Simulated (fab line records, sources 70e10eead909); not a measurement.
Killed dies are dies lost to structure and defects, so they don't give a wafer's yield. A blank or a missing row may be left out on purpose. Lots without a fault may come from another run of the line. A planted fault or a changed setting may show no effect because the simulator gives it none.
Chamber matching | flow nand_harc | NHARC_A_STAIRCASE_DESCUM_11 on rie_diel-11: 4 sister chambers
The step chemistry O2, time 3 s. 14 wafers are shown with their chamber, then 7 later ones without.

WAFERS WITH THEIR CHAMBER
wafer  | chamber | showerhead_plenum_p_Torr (Torr) | drypump_motor_current_A (A) | oes_product_au (a.u.)
L074.1 | 3       | 2.00                            | 5.8                         | 0.991
L074.4 | 0       | 2.02                            | 5.4                         | 0.996
L074.5 | 3       | 2.00                            | 5.8                         | 0.979
L075.2 | 1       | 1.87                            | 5.8                         | 0.996
L075.3 | 3       | 1.99                            | 5.8                         | 0.986
L075.4 | 0       | 2.02                            | 5.5                         | 1.001
L077.1 | 3       | 1.99                            | 5.8                         | 0.984
L077.4 | 2       | 1.85                            | 5.6                         | 0.999
L077.5 | 0       | 2.02                            | 5.5                         | 1.008
L082.2 | 1       | 1.87                            | 5.8                         | 0.984
L082.5 | 2       | 1.85                            | 5.6                         | 0.985
L082.6 | 1       | 1.87                            | 5.8                         | 0.982
L081.2 | 3       | 1.99                            | 5.8                         | 0.999
L081.4 | 0       | 2.02                            | 5.5                         | 1.002

SIGNATURES (means of the wafers above)
reading                  | chamber 0 | chamber 1 | chamber 2 | chamber 3 | scatter within a chamber
showerhead_plenum_p_Torr | 2.0200    | 1.8700    | 1.8500    | 1.9940    | 0.00346
drypump_motor_current_A  | 5.475     | 5.800     | 5.600     | 5.800     | 0.0274
oes_product_au           | 1.00175   | 0.98733   | 0.99200   | 0.98780   | 0.00718
Rule: a wafer's distance from a chamber is the root of the sum, over the readings, of the square of ((its reading less the chamber's mean) divided by the reading's scatter). The wafer belongs to the nearest chamber; if the next one is less than 2 further off, it can't be placed. The scatter: the root of (the sum of the squares of (reading less its chamber's mean) over the shown wafers, divided by (wafers less chambers)).

WAFERS WITHOUT THEIR CHAMBER
wafer  | showerhead_plenum_p_Torr (Torr) | drypump_motor_current_A (A) | oes_product_au (a.u.)
L081.5 | 1.85                            | 5.6                         | 1.002
L083.2 | 1.87                            | 5.8                         | 0.993
L083.3 | 1.84                            | 5.6                         | 0.999
L083.4 | 2.02                            | 5.5                         | 1.015
L094.1 | 1.98                            | 5.8                         | 0.992
L094.3 | 2.01                            | 5.5                         | 1.020
L094.5 | 1.86                            | 5.8                         | 1.002

WHICH CHAMBER EACH WENT THROUGH
wafer  | from the rows above | in truth
L081.5 | 2                   | 2
L083.2 | 1                   | 1
L083.3 | 2                   | 2
L083.4 | 0                   | 0
L094.1 | 3                   | 3
L094.3 | 0                   | 0
L094.5 | 1                   | 1
Placed correctly: 7 of 7. Can't be placed from these rows: 0. Placed wrongly: 0.
